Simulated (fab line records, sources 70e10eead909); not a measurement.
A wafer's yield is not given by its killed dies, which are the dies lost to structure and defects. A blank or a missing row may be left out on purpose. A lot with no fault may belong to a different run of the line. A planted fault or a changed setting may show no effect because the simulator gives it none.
Matching of chambers / flow nand_harc / cmp-03 running NHARC_A_BLC_CMP_25: 4 sister chambers
The step polishes, t overpolish 30 s, target thk 150 nm. 8 wafers are shown with their chamber, then 10 later ones without.

== WAFERS, EACH WITH ITS CHAMBER ==
wafer=L074.6; chamber=2; motor_current_A (A)=11.2; slurry_filter_dp_kPa (kPa)=13.51
wafer=L076.4; chamber=0; motor_current_A (A)=12.9; slurry_filter_dp_kPa (kPa)=13.63
wafer=L079.1; chamber=0; motor_current_A (A)=13.4; slurry_filter_dp_kPa (kPa)=13.34
wafer=L081.3; chamber=2; motor_current_A (A)=12.1; slurry_filter_dp_kPa (kPa)=13.47
wafer=L081.4; chamber=1; motor_current_A (A)=12.8; slurry_filter_dp_kPa (kPa)=13.46
wafer=L081.6; chamber=3; motor_current_A (A)=14.1; slurry_filter_dp_kPa (kPa)=13.53
wafer=L084.1; chamber=3; motor_current_A (A)=14.6; slurry_filter_dp_kPa (kPa)=13.88
wafer=L084.4; chamber=1; motor_current_A (A)=13.8; slurry_filter_dp_kPa (kPa)=13.53

== WAFERS WITH NO CHAMBER GIVEN ==
wafer=L084.5; motor_current_A (A)=12.8; slurry_filter_dp_kPa (kPa)=13.59
wafer=L088.4; motor_current_A (A)=14.4; slurry_filter_dp_kPa (kPa)=13.42
wafer=L088.5; motor_current_A (A)=12.8; slurry_filter_dp_kPa (kPa)=13.42
wafer=L088.6; motor_current_A (A)=14.3; slurry_filter_dp_kPa (kPa)=13.37
wafer=L085.4; motor_current_A (A)=13.6; slurry_filter_dp_kPa (kPa)=13.49
wafer=L085.5; motor_current_A (A)=14.8; slurry_filter_dp_kPa (kPa)=13.46
wafer=L085.6; motor_current_A (A)=11.9; slurry_filter_dp_kPa (kPa)=13.32
wafer=L089.1; motor_current_A (A)=12.7; slurry_filter_dp_kPa (kPa)=13.55
wafer=L089.3; motor_current_A (A)=12.8; slurry_filter_dp_kPa (kPa)=13.59
wafer=L089.6; motor_current_A (A)=13.1; slurry_filter_dp_kPa (kPa)=13.42

== WHICH CHAMBER EACH WENT THROUGH ==
wafer=L084.5; from the rows above=can't be placed: 0 or 1 or 2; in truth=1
wafer=L088.4; from the rows above=can't be placed: 3 or 1 or 0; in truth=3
wafer=L088.5; from the rows above=can't be placed: 0 or 1 or 2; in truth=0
wafer=L088.6; from the rows above=can't be placed: 1 or 3 or 0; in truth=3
wafer=L085.4; from the rows above=can't be placed: 1 or 0 or 3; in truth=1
wafer=L085.5; from the rows above=can't be placed: 3 or 1 or 0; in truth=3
wafer=L085.6; from the rows above=can't be placed: 2 or 0 or 1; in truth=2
wafer=L089.1; from the rows above=can't be placed: 0 or 1 or 2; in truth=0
wafer=L089.3; from the rows above=can't be placed: 0 or 1 or 2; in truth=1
wafer=L089.6; from the rows above=can't be placed: 0 or 1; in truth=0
Correct placement for 0 of the 10. Cannot be placed on the basis of these rows: 10; the candidates contain the true chamber in 10. 0 placed wrongly.
How it was worked out, from the rows above alone: a wafer's distance from a chamber is the root of the sum, over the readings, of the square of ((its reading less the chamber's mean) divided by the reading's scatter). If the next closest chamber is less than 2 further off than the closest, the wafer can't be placed; otherwise it belongs to the closest. For every chamber, the mean is computed from those of its wafers that are shown. The scatter: the root of (the sum of the squares of (reading less its chamber's mean) over the shown wafers, divided by (wafers less chambers)).
